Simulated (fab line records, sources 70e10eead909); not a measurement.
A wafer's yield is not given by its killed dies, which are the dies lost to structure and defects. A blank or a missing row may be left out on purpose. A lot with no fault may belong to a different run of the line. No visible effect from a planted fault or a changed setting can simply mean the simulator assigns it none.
Chamber matching ; flow nand-harc ; 4 sister chambers for NHARC_A_CHANNEL_FILL_D2_STRIP_28 on rie-diel-07
The step strips in O2, time 20 s. 4 wafers are shown with their chamber, then 11 later ones without.

== WAFERS WITH THEIR CHAMBER ==
wafer;chamber;drypump-motor-current-A (A)
L083.2;1;5.7
L084.2;3;5.2
L084.6;0;5.4
L086.1;2;6.3

== WAFERS WHOSE CHAMBER IS MISSING ==
wafer;drypump-motor-current-A (A)
L086.2;5.4
L086.5;6.3
L091.2;5.4
L091.3;5.7
L091.4;6.3
L092.2;5.7
L092.3;5.3
L092.4;5.2
L095.1;5.2
L095.2;6.3
L095.5;5.7

== EACH ONE'S CHAMBER ==
wafer;from the rows above;in truth
L086.2;0;0
L086.5;2;2
L091.2;0;0
L091.3;1;1
L091.4;2;2
L092.2;1;1
L092.3;can't be placed: 3 or 0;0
L092.4;3;3
L095.1;3;3
L095.2;2;2
L095.5;1;1
Correct placement for 10 of the 11. From these rows, 1 cannot be placed; in 1 the true chamber is one of the candidates. Placed wrongly: 0.
How it was worked out, from the rows above alone: a wafer's distance from a chamber is the root of the sum, over the readings, of the square of ((its reading less the chamber's mean) divided by the reading's scatter). If the next closest chamber is less than 2 further off than the closest, the wafer can't be placed; otherwise it belongs to the closest. Each chamber's mean is taken over the wafers shown for it. The scatter (one wafer shown for each chamber): square how far every hidden wafer sits from the nearest shown wafer, average those squares and take the square root.
